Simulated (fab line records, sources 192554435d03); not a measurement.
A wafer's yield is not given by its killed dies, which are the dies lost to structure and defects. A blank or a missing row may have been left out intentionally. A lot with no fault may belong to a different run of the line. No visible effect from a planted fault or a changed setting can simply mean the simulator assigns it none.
Split-lot trial :: flow n5Finfet :: on a route of 1938 steps: 7 lots, 21 wafers read

== THE SPLIT ==
At N5_PASSIVATION_PASS_ETCH_47 (etches SiNx in CF4/O2, target depth 770 nm, time 385 s), the setting sourceW was moved away from the recipe's 535 W on 3 of the 21 wafers read, by +9.0% to +17.8%. The other wafers ran this setting at the recipe's value.

The split's own step is where the reading is taken.

== THE READING ==
etch.depthNm (the simulator's own value, which no gauge read), in nm, at N5_PASSIVATION_PASS_ETCH_47 (etches SiNx in CF4/O2, target depth 770 nm, time 385 s). The file does not state a usual value for it. Average 772.6 nm, standard deviation 16 nm, over the 18 wafers here run with the recipe.

wafer: L075.3
tool, chamber at the split: rieDiel-02, 0
sourceW as run, W: 535
against the recipe: recipe
etch.depthNm, nm: 778.1
against lot-mates on the recipe: -

wafer: L075.5
tool, chamber at the split: rieDiel-02, 0
sourceW as run, W: 535
against the recipe: recipe
etch.depthNm, nm: 783.3
against lot-mates on the recipe: -

wafer: L075.6
tool, chamber at the split: rieDiel-02, 3
sourceW as run, W: 535
against the recipe: recipe
etch.depthNm, nm: 782
against lot-mates on the recipe: -

wafer: L080.1
tool, chamber at the split: rieDiel-05, 0
sourceW as run, W: 535
against the recipe: recipe
etch.depthNm, nm: 750.9
against lot-mates on the recipe: -

wafer: L080.2
tool, chamber at the split: rieDiel-05, 2
sourceW as run, W: 535
against the recipe: recipe
etch.depthNm, nm: 770.6
against lot-mates on the recipe: -

wafer: L080.4
tool, chamber at the split: rieDiel-05, 3
sourceW as run, W: 535
against the recipe: recipe
etch.depthNm, nm: 798.5
against lot-mates on the recipe: -

wafer: L081.1
tool, chamber at the split: rieDiel-06, 1
sourceW as run, W: 591.4
against the recipe: +10.5%
etch.depthNm, nm: 849.4
against lot-mates on the recipe: +75.4

wafer: L081.4
tool, chamber at the split: rieDiel-06, 3
sourceW as run, W: 535
against the recipe: recipe
etch.depthNm, nm: 770.9
against lot-mates on the recipe: -

wafer: L081.6
tool, chamber at the split: rieDiel-06, 0
sourceW as run, W: 535
against the recipe: recipe
etch.depthNm, nm: 777.2
against lot-mates on the recipe: -

wafer: L087.1
tool, chamber at the split: rieDiel-05, 0
sourceW as run, W: 535
against the recipe: recipe
etch.depthNm, nm: 748.9
against lot-mates on the recipe: -

wafer: L087.3
tool, chamber at the split: rieDiel-05, 1
sourceW as run, W: 583.2
against the recipe: +9.0%
etch.depthNm, nm: 835.1
against lot-mates on the recipe: +55.4

wafer: L087.4
tool, chamber at the split: rieDiel-05, 3
sourceW as run, W: 535
against the recipe: recipe
etch.depthNm, nm: 810.5
against lot-mates on the recipe: -

wafer: L089.2
tool, chamber at the split: rieDiel-06, 3
sourceW as run, W: 535
against the recipe: recipe
etch.depthNm, nm: 763.2
against lot-mates on the recipe: -

wafer: L089.4
tool, chamber at the split: rieDiel-06, 0
sourceW as run, W: 535
against the recipe: recipe
etch.depthNm, nm: 776.5
against lot-mates on the recipe: -

wafer: L089.5
tool, chamber at the split: rieDiel-06, 2
sourceW as run, W: 535
against the recipe: recipe
etch.depthNm, nm: 782.4
against lot-mates on the recipe: -

wafer: L090.1
tool, chamber at the split: rieDiel-02, 1
sourceW as run, W: 535
against the recipe: recipe
etch.depthNm, nm: 759.2
against lot-mates on the recipe: -

wafer: L090.2
tool, chamber at the split: rieDiel-02, 2
sourceW as run, W: 535
against the recipe: recipe
etch.depthNm, nm: 757.8
against lot-mates on the recipe: -

wafer: L090.5
tool, chamber at the split: rieDiel-02, 1
sourceW as run, W: 630.4
against the recipe: +17.8%
etch.depthNm, nm: 860.9
against lot-mates on the recipe: +102.4

wafer: L094.1
tool, chamber at the split: rieDiel-02, 3
sourceW as run, W: 535
against the recipe: recipe
etch.depthNm, nm: 770
against lot-mates on the recipe: -

wafer: L094.5
tool, chamber at the split: rieDiel-02, 0
sourceW as run, W: 535
against the recipe: recipe
etch.depthNm, nm: 781.5
against lot-mates on the recipe: -

wafer: L094.6
tool, chamber at the split: rieDiel-02, 1
sourceW as run, W: 535
against the recipe: recipe
etch.depthNm, nm: 745.5
against lot-mates on the recipe: -

THE FIT
A straight line over all 21 wafers: etch.depthNm changes by +5.73 nm for each +1% of sourceW; r = +0.85; the points scatter about the line by 17 nm.
The same after taking each lot's own level away (the mean of its wafers on the recipe; 21 wafers): +6.09 nm for each +1%; r = +0.89; scatter 15 nm.
The reading moves by 1.1e+02 nm for the largest change in sourceW, on that fit.
Across the lots, their own levels run from 758.50 to 781.13 nm, a range of 1.4 times the standard deviation given above.
Hence the lot-to-lot level has little effect on the slope; both slopes agree.
Check: for one of the wafers moved furthest among these (+17.8%), held out of the fit, the line's prediction against its lot-mates is +120 nm. It came out at +102 nm against them.

== THE OTHER SPLITS THESE WAFERS WENT THROUGH ==
Note: prior to the reading, these wafers also went through further splits. Each is held against what the fit with the lots' levels taken away leaves over:
other split on the same wafers: N5_BEOL_M14_EXPOSE_07 doseMj
wafers away from the commonest value: 8
r with etch.depthNm (lot level and that fit taken away): -0.23

other split on the same wafers: N5_BEOL_M15_EXPOSE_25 doseMj
wafers away from the commonest value: 6
r with etch.depthNm (lot level and that fit taken away): +0.07

other split on the same wafers: N5_BEOL_M15_PEB_26 pebTempC
wafers away from the commonest value: 6
r with etch.depthNm (lot level and that fit taken away): -0.08

other split on the same wafers: N5_MIM_BOT_ETCH_ETCH_00 icpW
wafers away from the commonest value: 8
r with etch.depthNm (lot level and that fit taken away): -0.35

== THE FILE'S OWN FIT ==
etch.depthNm changes by +6.11 nm for each +1% of sourceW, r = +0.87.
